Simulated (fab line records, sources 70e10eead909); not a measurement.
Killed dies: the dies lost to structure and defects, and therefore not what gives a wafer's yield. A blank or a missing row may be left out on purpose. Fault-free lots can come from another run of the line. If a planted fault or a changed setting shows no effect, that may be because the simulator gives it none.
Problem report, 8D (eight disciplines) form, completed by code / flow nandHarc / the parts of the form that need people (team, actions taken, sign-off) are left out

## 1. THE ISSUE
At NHARC_A_CHANNEL_HOLE_D1_INSPECT_40, rawDefectCount averages 1242 over 6 wafers from 2 lots, while fault-free wafers read 78, standard deviation 31. Relative to the usual mean, that is a shift of +38 standard deviations.
The first sign was on wafer L971.1 at day 15 11:13, on defectInspect-02. Wafers with a number at this step in the record: 33, from 11 lots. The rule behind "out" and "out of limits": a value lying over 4 standard deviations away from the usual mean. The other wafers with a number count as sound.

## 2. WHAT IT IS, WHAT IT ISN'T
question=which readings at this step | is=rawDefectCount | is not=-
question=which lots | is=L970, L971 | is not=L954, L955, L956, L957, L958, L962, L973, L975, L976
question=which wafers of those lots | is=all that have a number | is not=-
question=read on which gauges | is=defectInspect-01, defectInspect-02 | is not=-
question=when | is=from day 15 11:13 | is not=up to then (18 sound wafers); but 9 sound wafers of L973, L975, L976 came after

## 3. THE SUSPECTS, EACH WITH WHAT RULES IT OUT
Counting: a tool stays on the suspect list if, at a process step up to the reading, it processed all lots that are out and no sound lot following the first of them.
- ruled out: the gauge at NHARC_A_CHANNEL_HOLE_D1_INSPECT_40. Those wafers that are out were read across 2 gauges (defectInspect-01, defectInspect-02).
- rieDiel-08 at NHARC_A_CHANNEL_HOLE_D1_STRIP_42 (strips in CF4/CHF3): kept. It processed each lot that is out, first L971 at day 15 09:58, and no sound lot thereafter; up to then, the last sound lot it processed was L962 at day 11 21:28.
- rieDiel-08 at NHARC_A_CHANNEL_HOLE_D1_STRIP_27 (strips in O2): kept. It processed each lot that is out, first L971 at day 15 11:13, and no sound lot thereafter; up to then, the last sound lot it processed was L962 at day 11 22:34. Because NHARC_A_CHANNEL_HOLE_D1_STRIP_27 lacks a start for some lots, the hours and order of its lots are taken from NHARC_A_CHANNEL_HOLE_D1_INSPECT_40.
After counting, rieDiel-08 at NHARC_A_CHANNEL_HOLE_D1_STRIP_42 and rieDiel-08 at NHARC_A_CHANNEL_HOLE_D1_STRIP_27 remain.

## 4. THE CAUSE (what the simulator had put in)
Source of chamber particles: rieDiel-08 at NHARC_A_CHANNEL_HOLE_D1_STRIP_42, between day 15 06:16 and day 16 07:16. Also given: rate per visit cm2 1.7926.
This tool is one of the 2 suspects left after counting.

## 5. SEQUENCE OF EFFECTS, ordered by route
Each row: a reading whose mean over the struck wafers that have a number lies more than 3 standard deviations from the usual. Scope: only readings with a usual standard deviation given in the record; hours: median across lots of the time from each lot's start at the first step in this table that gives one to its start at this step; sigmas: change in usual standard deviations.
hours=0; step=NHARC_A_CHANNEL_HOLE_D1_INSPECT_40; reading=rawDefectCount; usual=78; on struck wafers=1242; change=+1164; sigmas=+38
Later steps that measure or inspect, where all struck wafers having a row at the step show a number for every such reading and not one has moved that far: NHARC_END_SORT_01.

## 6. WHAT WOULD HAVE CAUGHT IT SOONER
The first out-of-limits reading at a measuring or inspecting step in this record came at day 15 11:13, 5 hours after the fault's start at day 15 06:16.
The start of NHARC_A_CHANNEL_HOLE_D1_STRIP_42 on rieDiel-08 came by day 15 11:13 for every one of the lots that are out (2). Had the tool been put on hold then, not one of them would have been saved.
